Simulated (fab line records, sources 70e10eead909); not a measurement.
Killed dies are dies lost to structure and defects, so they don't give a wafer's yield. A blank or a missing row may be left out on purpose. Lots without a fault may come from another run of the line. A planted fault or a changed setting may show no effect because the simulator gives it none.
Which tool did it? | flow nand_harc | 12 lots, 36 wafers sampled, at 4 steps of a route of 1302

WHAT THE GAUGES READ, wafer by wafer
The record holds no reading of a measuring or inspecting step that can be judged against a usual standard deviation.

WHICH TOOL RAN EACH LOT (tool, then ch and the chambers of the sampled wafers, then the start)
lot  | NHARC_A_STAIRCASE_DEP_417       | NHARC_A_STAIRCASE_DESCUM_443       | NHARC_A_STAIRCASE_CMP_152     | NHARC_A_STAIRCASE_ETCHBACK_422
L528 | pecvd-04 ch 0,1,2, day 17 16:19 | rie_diel-13 ch 2,3, day 19 05:10   | cmp-01 ch 0,1,3, day 19 10:30 | rie_diel-07 ch 1,2, day 19 10:56
L529 | pecvd-02 ch 1,2, day 17 18:28   | rie_diel-07 ch 1,2,3, day 19 05:20 | cmp-04 ch 0,1,2, day 19 10:40 | rie_diel-13 ch 0,1, day 19 11:06
L530 | pecvd-04 ch 0,2, day 18 13:02   | rie_diel-13 ch 1,2,3, day 20 12:22 | cmp-02 ch 1,2, day 20 17:43   | rie_diel-13 ch 0,2,3, day 20 18:11
L531 | pecvd-03 ch 0,1,2, day 18 14:49 | rie_diel-01 ch 2,3, day 20 12:09   | cmp-01 ch 1,2,3, day 20 17:34 | rie_diel-13 ch 2,3, day 20 17:59
L532 | pecvd-03 ch 0,2, day 18 22:07   | rie_diel-07 ch 0,2,3, day 20 12:28 | cmp-04 ch 1,2, day 20 18:00   | rie_diel-01 ch 1,2,3, day 20 18:28
L535 | pecvd-02 ch 1,2, day 20 06:43   | rie_diel-01 ch 0,1,3, day 21 19:06 | cmp-01 ch 0,2, day 22 00:29   | rie_diel-01 ch 1,2,3, day 22 00:58
L540 | pecvd-03 ch 0,2, day 22 15:52   | rie_diel-07 ch 1,3, day 24 09:17   | cmp-02 ch 2,3, day 24 14:41   | rie_diel-07 ch 0,2,3, day 24 15:08
L544 | pecvd-02 ch 0,1,2, day 23 21:31 | rie_diel-13 ch 0,2,3, day 25 11:45 | cmp-01 ch 0,1,2, day 25 18:07 | rie_diel-07 ch 1,2, day 25 18:34
L543 | pecvd-04 ch 0,1,2, day 24 00:42 | rie_diel-07 ch 0,1,2, day 25 11:35 | cmp-02 ch 1,2,3, day 25 16:58 | rie_diel-07 ch 1,2,3, day 25 17:25
L547 | pecvd-03 ch 0,2, day 25 14:31   | rie_diel-13 ch 0,1,3, day 27 01:40 | cmp-01 ch 1,2, day 27 07:02   | rie_diel-01 ch 0,1,3, day 27 07:30
L549 | pecvd-04 ch 0,1,2, day 26 11:40 | rie_diel-13 ch 0,1,2, day 28 00:38 | cmp-01 ch 0,1,2, day 28 07:08 | rie_diel-01 ch 1,2, day 28 07:35
L550 | pecvd-02 ch 0,1, day 27 02:39   | rie_diel-07 ch 1,2,3, day 28 19:23 | cmp-02 ch 0,1,2, day 29 00:46 | rie_diel-13 ch 1,2,3, day 29 01:14
- NHARC_A_STAIRCASE_DEP_417: deposits Si3N4, target thk 60 nm.
- NHARC_A_STAIRCASE_DESCUM_443: chemistry O2, time 3 s.
- NHARC_A_STAIRCASE_CMP_152: polishes.
- NHARC_A_STAIRCASE_ETCHBACK_422: etches the open film in CH3F/O2, target depth 40 nm, time 74.286 s.

WHAT THE TOOLS THEMSELVES READ (means of the sampled wafers that have a number; where no wafer has one, the mark that the record gives instead)
NHARC_A_STAIRCASE_DEP_417. Usual: heater_power_w 755 W, standard deviation 65.
lot  | tool     | heater_power_w (W) | flag
L528 | pecvd-04 | 742                |
L529 | pecvd-02 | 762                |
L530 | pecvd-04 | 728                |
L531 | pecvd-03 | 816                |
L532 | pecvd-03 | 759                |
L535 | pecvd-02 | 719                |
L540 | pecvd-03 | 802                |
L544 | pecvd-02 | 711                |
L543 | pecvd-04 | 810                |
L547 | pecvd-03 | 789                |
L549 | pecvd-04 | 737                |
L550 | pecvd-02 | 829                |

NHARC_A_STAIRCASE_DESCUM_443. Usual: drypump_motor_current_A 5.7 A, standard deviation 0.48; oes_product_au 1.002 a.u., standard deviation 0.016; rf_vpp_V 57.7 V, standard deviation 0.82; showerhead_plenum_p_Torr 1.90 Torr, standard deviation 0.048; throttle_valve_pct 11.311 %, standard deviation 0.0091.
lot  | tool        | drypump_motor_current_A (A) | oes_product_au (a.u.) | rf_vpp_V (V) | showerhead_plenum_p_Torr (Torr) | throttle_valve_pct (%) | flag
L528 | rie_diel-13 | 6.1                         | 0.995                 | 57.8         | 1.87                            | 11.310                 |
L529 | rie_diel-07 | 5.8                         | 1.015                 | 57.2         | 1.90                            | 11.316                 |
L530 | rie_diel-13 | 5.9                         | 0.990                 | 57.1         | 1.86                            | 11.306                 |
L531 | rie_diel-01 | 5.4                         | 1.013                 | 58.1         | 1.90                            | 11.310                 |
L532 | rie_diel-07 | 5.5                         | 0.995                 | 57.4         | 1.91                            | 11.313                 |
L535 | rie_diel-01 | 5.6                         | 1.009                 | 58.2         | 1.86                            | 11.315                 |
L540 | rie_diel-07 | 5.4                         | 1.002                 | 58.1         | 1.90                            | 11.316                 |
L544 | rie_diel-13 | 5.9                         | 0.975                 | 57.3         | 1.88                            | 11.310                 |
L543 | rie_diel-07 | 6.0                         | 1.004                 | 57.7         | 1.92                            | 11.310                 |
L547 | rie_diel-13 | 5.8                         | 0.997                 | 57.9         | 1.87                            | 11.311                 |
L549 | rie_diel-13 | 5.7                         | 0.991                 | 58.0         | 1.86                            | 11.309                 |
L550 | rie_diel-07 | 5.8                         | 1.001                 | 57.3         | 1.89                            | 11.319                 |

NHARC_A_STAIRCASE_CMP_152. Usual: motor_current_A 11.9 A, standard deviation 1.1.
lot  | tool   | motor_current_A (A) | flag
L528 | cmp-01 | 12.6                |
L529 | cmp-04 | 11.2                |
L530 | cmp-02 | 12.4                |
L531 | cmp-01 | 11.6                |
L532 | cmp-04 | 10.3                |
L535 | cmp-01 | 12.0                |
L540 | cmp-02 | 11.6                |
L544 | cmp-01 | 12.4                |
L543 | cmp-02 | 11.7                |
L547 | cmp-01 | 11.4                |
L549 | cmp-01 | 12.0                |
L550 | cmp-02 | 12.4                |

NHARC_A_STAIRCASE_ETCHBACK_422. Usual: drypump_motor_current_A 5.7 A, standard deviation 0.48; oes_product_au 0.95 a.u., standard deviation 0.034; rf_vpp_V 243.9 V, standard deviation 1.1; showerhead_plenum_p_Torr 2.42 Torr, standard deviation 0.053; throttle_valve_pct 20.664 %, standard deviation 0.0085.
lot  | tool        | drypump_motor_current_A (A) | oes_product_au (a.u.) | rf_vpp_V (V) | showerhead_plenum_p_Torr (Torr) | throttle_valve_pct (%) | flag
L528 | rie_diel-07 | 6.2                         | 0.93                  | 244.5        | 2.44                            | 20.668                 |
L529 | rie_diel-13 | 5.6                         | 0.95                  | 243.6        | 2.42                            | 20.660                 |
L530 | rie_diel-13 | 5.8                         | 0.92                  | 245.0        | 2.43                            | 20.669                 |
L531 | rie_diel-13 | 6.0                         | 0.92                  | 243.3        | 2.40                            | 20.663                 |
L532 | rie_diel-01 | 5.2                         | 0.92                  | 243.6        | 2.43                            | 20.656                 |
L535 | rie_diel-01 | 5.2                         | 1.00                  | 244.0        | 2.42                            | 20.667                 |
L540 | rie_diel-07 | 5.6                         | 1.00                  | 243.7        | 2.45                            | 20.672                 |
L544 | rie_diel-07 | 6.2                         | 0.93                  | 244.2        | 2.42                            | 20.661                 |
L543 | rie_diel-07 | 5.8                         | 0.99                  | 244.9        | 2.43                            | 20.666                 |
L547 | rie_diel-01 | 5.6                         | 0.95                  | 242.5        | 2.38                            | 20.659                 |
L549 | rie_diel-01 | 5.1                         | 0.92                  | 243.9        | 2.42                            | 20.664                 |
L550 | rie_diel-13 | 5.9                         | 0.92                  | 243.1        | 2.37                            | 20.665                 |

THE ANSWER, worked out from the rows above alone
Rule: a lot is off if the mean of its wafers that have a number lies more than 3 standard deviations from the usual mean. A lot without any number at a reading at which 4 lots or more have one is off too. The other lots that the step has rows for count as sound. The gauges are gone through in route order, then the tools' own readings, and for those a lot's mean is taken as printed above. The first step at which some lot is off is used, and at that step the reading that is off furthest; a lot without a number counts as furthest.
No lot is off at any reading shown: from this, nothing can be told.

WHAT THE SIMULATOR HAD PUT IN
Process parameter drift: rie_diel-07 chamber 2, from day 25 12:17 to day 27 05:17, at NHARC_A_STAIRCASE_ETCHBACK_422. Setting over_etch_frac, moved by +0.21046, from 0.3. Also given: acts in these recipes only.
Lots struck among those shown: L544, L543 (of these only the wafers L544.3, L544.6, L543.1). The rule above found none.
